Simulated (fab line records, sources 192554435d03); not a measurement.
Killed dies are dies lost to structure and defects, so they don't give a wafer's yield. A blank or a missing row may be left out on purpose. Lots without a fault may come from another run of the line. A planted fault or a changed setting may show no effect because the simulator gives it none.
A struck lot beside a sound one | flow n5_finfet | 17 steps out of a route of 1938
Sound: wafers L588.1, L588.2, L588.5. Struck: wafers L583.2, L583.3, L583.4. The cause comes at the end.
At each step with rows: each side's tool, then ch and its chambers, then its first start. Under that, the readings that differ: sound wafers | struck wafers | difference of the means | sigmas: that difference in standard deviations of wafers without a fault.
alike: readings whose means differ by less than 2 such deviations, and words and numbers that are the same on both sides. not compared: withheld readings, readings that some wafer has no value for, bounds like >300 that may hide the same value, and numbers for which the record gives no deviation and whose values overlap.
The two part at a step that has a row with sigmas, a row that says differs or no value, or rows on one side only. Numbers that don't overlap but have no deviation are shown without sigmas and don't part them. A reading that every wafer of one side lacks parts them only if that side has two wafers or more.

first, 8 steps without rows for these wafers: N5_BEOL_M9_PRE_CLEAN_55 (time 15 s); N5_BEOL_M9_DEP_56 (deposits SiCN from 3MS/NH3, target thk 15 nm, time 26.5 s); N5_BEOL_M10_ILD_DEP_00 (deposits SiCOH lowk from DEMS/porogen, target thk 308.51 nm, time 58 s); N5_BEOL_M10_CURE_71 (cures SiCOH lowk, time 240 s); N5_BEOL_M10_PECVD_70 (deposits SiO2 from TEOS/O2, target thk 20 nm, time 22.7 s); N5_BEOL_M10_HM_DEP_02 (deposits TiN, target thk 20 nm); N5_BEOL_M10_COAT_59 (time 60 s, resist thk 100 nm); N5_BEOL_M10_COAT_60 (time 60 s, resist thk 30 nm).
N5_BEOL_M10_COAT_05: resist thk 90 nm.
  sound on litho_track-02 ch 0, day 15 19:28; struck on litho_track-05 ch 0, day 14 08:01
  reading                                       | sound                | struck               | difference | sigmas
  spin_speed_rpm (rpm)                          | 1499.3 1501.4 1498.7 | 1571.8 1572.6 1571.4 | +72.1      | +78
  model.CAR-ArF_of_BEOL_M10_COAT_05.thk_nm (nm) | 90.2 90 90.4         | 87.2 87 87.6         | -2.9       |
then, 6 steps without rows for these wafers: N5_BEOL_M10_EBR_07; N5_BEOL_M10_SOFTBAKE_06 (time 60 s); N5_BEOL_M10_EXPOSE_08 (exposes mask M10); N5_BEOL_M10_PEB_09 (peb time 60 s); N5_BEOL_M10_DEVELOP_10 (develop time 30 s); N5_BEOL_M10_DESCUM_16 (chemistry O2, time 7.9 s).
N5_BEOL_M10_ETCH_61: etches SiARC in CF4, target depth 39 nm, time 65 s.
  sound on rie_diel-05 ch 0,2,3, day 15 20:20; struck on rie_diel-05 ch 2,3, day 14 08:38
  reading                                       | sound          | struck         | difference | sigmas
  model.CAR-ArF_of_BEOL_M10_COAT_05.thk_nm (nm) | 55.8 55.4 55.8 | 52.6 52.6 53.2 | -2.9       |
  alike: drypump_motor_current_A, etch_rf_on_time_s, oes_product_au, rf_vpp_V, showerhead_plenum_p_Torr, throttle_valve_pct
  not compared: rf_hours_counter_h
then, 1 step without rows for these wafers: N5_BEOL_M10_ETCH_62 (etches SOC in N2/H2, target depth 110 nm, overetch 22 nm, time 165 s).

WHERE THEY PART
Only at N5_BEOL_M10_COAT_05, within this record. Later steps at which nothing parts them and some readings are alike: N5_BEOL_M10_ETCH_61.

WHY: what the simulator had put in
Process parameter drift: litho_track-05, from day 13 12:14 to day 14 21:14, at N5_BEOL_M10_COAT_05. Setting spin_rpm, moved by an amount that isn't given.
